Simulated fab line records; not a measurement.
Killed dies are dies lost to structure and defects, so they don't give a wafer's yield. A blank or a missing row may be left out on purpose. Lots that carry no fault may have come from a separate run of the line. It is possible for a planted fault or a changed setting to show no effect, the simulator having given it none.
A lot that was struck, set against a sound lot -- flow nandHarc -- 15 steps out of a route of 1302
Sound: these wafers, L215.1, L215.3, L215.6. Wafers L224.4, L224.5, L224.6 were the ones struck. At the end, the cause is stated.
At each step with rows: each side's tool, then ch and its chambers, then its first start. Under that, the readings that differ: sound wafers -- struck wafers -- difference of the means -- sigmas: that difference in standard deviations of wafers without a fault.
alike: readings whose means differ by less than 2 such deviations, and words and numbers that are the same on both sides. not compared: withheld readings, readings that some wafer has no value for, bounds like >300 that may hide the same value, and numbers for which the record gives no deviation and whose values overlap.
The two part at a step that has a row with sigmas, a row that says differs or no value, or rows on one side only. Numbers that have no deviation but don't overlap get no sigmas and don't part them. A reading that every wafer of one side lacks parts them only if that side has two wafers or more.

first, 1 step without rows for these wafers: NHARC_P_ZERO_WELL_HARDBAKE_12 (time 65 s).
NHARC_P_ZERO_WELL_DESCUM_13: chemistry O2, time 3 s.
  sound on rieDiel-09 ch 0,1, day 5 05:17; struck on rieDiel-10 ch 0,1,2, day 8 23:25
  alike: drypumpMotorCurrentA, oesProductAu, rfVppV, showerheadPlenumPTorr, throttleValvePct
  not compared: rfHoursCounterH
NHARC_P_ZERO_WELL_ETCH_65: etches the open film in N2/H2, target depth 80 nm, overetch 24 nm, time 87.88 s.
  sound on rieDiel-09 ch 0,2, day 5 05:24; struck on rieDiel-10 ch 2,3, day 8 23:32
  alike: drypumpMotorCurrentA, oesProductAu, rfVppV, showerheadPlenumPTorr, throttleValvePct
  not compared: rfHoursCounterH
NHARC_P_ZERO_WELL_ETCH_62: etches the open film in CHF3/Ar, target depth 13 nm, time 6.5 s.
  sound on rieDiel-09 ch 0,1,2; struck on rieDiel-10 ch 0,1,2
  alike: drypumpMotorCurrentA, oesProductAu, rfVppV, showerheadPlenumPTorr, throttleValvePct
  not compared: rfHoursCounterH
NHARC_P_ZERO_WELL_ETCH_63: etches the open film in HBr/Cl2, target depth 120 nm, time 40.1 s.
  sound on rieSi-06 ch 1,2, day 5 05:34; struck on rieSi-04 ch 0,1,2, day 8 23:44
  alike: drypumpMotorCurrentA, oesProductAu, throttleValvePct
  not compared: rfHoursCounterH
then, 7 steps without rows for these wafers: NHARC_P_ZERO_WELL_STRIP_15 (strips in SPM, time 900 s); NHARC_P_ZERO_WELL_DEHYDRATE_16 (time 120 s); NHARC_P_ZERO_WELL_HMDS_17 (time 30 s); NHARC_P_ZERO_WELL_COAT_18; NHARC_P_ZERO_WELL_SOFTBAKE_19 (time 95 s); NHARC_P_ZERO_WELL_EBR_20; NHARC_P_ZERO_WELL_EXPOSE_21 (exposes mask P NWELL, target cd 720 nm).
NHARC_P_ZERO_WELL_PEB_22: peb time 85 s.
  sound on lithoTrack-05 ch 0, day 5 06:24; struck on lithoTrack-05 ch 0, day 9 00:33
reading,sound,struck,difference,sigmas
heaterPowerTotalW (W),163.65 163.62 163.70,160.19 160.29 160.45,-3.35,-12
plateTempC (C),118.06 118.05 118.12,116.00 115.87 116.06,-2.10,-16
then, 1 step without rows for these wafers: NHARC_P_ZERO_WELL_DEVELOP_23 (time 70 s).
NHARC_END_SORT_01:
  the record has rows for the sound wafers here (prober-02 ch 0, day 28 04:09) and none for the struck ones

WHERE THEY PART
First at NHARC_P_ZERO_WELL_PEB_22; last, within this record, at NHARC_END_SORT_01.

WHY: the cause the simulator had injected
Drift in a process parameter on lithoTrack-05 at NHARC_P_ZERO_WELL_PEB_22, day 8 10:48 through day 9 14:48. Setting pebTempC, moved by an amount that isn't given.
